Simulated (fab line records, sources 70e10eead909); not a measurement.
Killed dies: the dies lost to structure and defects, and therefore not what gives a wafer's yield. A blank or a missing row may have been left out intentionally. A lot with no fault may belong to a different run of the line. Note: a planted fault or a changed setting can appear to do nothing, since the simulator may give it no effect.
One fault seen from 2 desks    flow nand_harc    only its own numbers are on each desk; what lay behind them is given at the end

## THE TOOL OWNER'S DESK: rie_diel-04
The tool's own readings at NHARC_P_BONDPAD_ETCH_24 (etches the open film in CF4/N2, target depth 30 nm, time 72.99 s): means of the sampled wafers that have a number, for each lot that ran on this tool. If a lot's mean is further than 4 standard deviations from the usual mean, the lot is out of limits and carries the mark OUT (the distance appears in the brackets).
Columns: A = drypump_motor_current_A at NHARC_P_BONDPAD_ETCH_24, usual 5.8 A; B = oes_product_au at NHARC_P_BONDPAD_ETCH_24, usual 0.998 a.u.; C = rf_vpp_V at NHARC_P_BONDPAD_ETCH_24, usual 312.7 V; D = run_length_s at NHARC_P_BONDPAD_ETCH_24, usual 94.5 s; E = showerhead_plenum_p_Torr at NHARC_P_BONDPAD_ETCH_24, usual 2.53 Torr; F = throttle_valve_pct at NHARC_P_BONDPAD_ETCH_24, usual 19.793 %
lot   first seen here  A    B      C      D                E     F
L446  day 7 10:01      5.2  1.008  313.8  94.3             2.61  19.793
L449  day 7 16:13      5.2  0.996  313.9  94.6             2.61  19.796
L450  day 7 22:35      5.2  1.000  314.0  94.3             2.61  19.790
L452  day 8 13:37      6.1  0.987  313.0  94.3             2.52  19.794
L453  day 8 17:44      5.4  0.994  313.0  94.9             2.54  19.798
L455  day 9 07:33      5.6  0.999  312.1  95.2             2.48  19.792
L458  day 9 19:11      5.4  1.003  312.8  94.3             2.59  19.797
L461  day 10 12:19     5.9  0.997  311.4  94.3             2.52  19.795
L465  day 11 14:23     5.4  1.005  312.4  101.3 (+16) OUT  2.54  19.792
L466  day 11 15:07     5.9  1.003  312.7  101.1 (+15) OUT  2.52  19.790
L467  day 12 06:29     5.7  1.005  313.3  101.0 (+15) OUT  2.58  19.792
This desk's finding: out of limits on L465, L466, L467; first on L465, day 11 14:23 (run_length_s at NHARC_P_BONDPAD_ETCH_24). Within limits: L446, L449, L450, L452, L453, L455, L458, L461.

## METROLOGY DESK
Lot by lot, what the gauges showed, no matter which tool ran the lot: averages of those sampled wafers that carry a number. If a lot's mean is further than 4 standard deviations from the usual mean, the lot is out of limits and carries the mark OUT (the distance appears in the brackets).
Columns: A = thk_nm at NHARC_P_BONDPAD_THK_MEAS_33, usual 199.7 nm; B = cd_nm at NHARC_P_BONDPAD_CD_MEAS_13, usual 499.6 nm
lot   first seen here  A      B
L444  day 6 18:37      199.5  497.6
L446  day 7 08:41      199.0  499.2
L449  day 7 14:51      200.4  502.8
L450  day 7 21:15      198.4  499.1
L452  day 8 12:25      199.2  501.9
L453  day 8 16:22      200.0  500.3
L455  day 9 06:13      199.0  499.5
L458  day 9 17:50      200.2  497.4
L461  day 10 10:59     198.4  499.0
L465  day 11 13:01     200.5  501.3
L466  day 11 13:54     199.7  502.3
L467  day 12 05:09     199.1  499.9
This desk's finding: nothing out of limits on any of the 12 lots.

## ALL TOGETHER
The tool owner's desk could have raised an alarm at day 11 14:23, on L465, L466, L467.
At the metrology desk, nothing out of limits was observed.
The metrology desk has L465, L466, L467 on record, within its limits.
The lots listed all ran NHARC_P_BONDPAD_ETCH_24 on rie_diel-04.

## WHAT WAS PUT IN BY THE SIMULATOR
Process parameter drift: rie_diel-04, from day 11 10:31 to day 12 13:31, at NHARC_P_BONDPAD_ETCH_24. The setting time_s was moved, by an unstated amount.
Shown lots that were struck: L465, L466, L467.
Delay in hours, fault start to first out-of-limits reading, by desk: the tool owner's desk at 4.
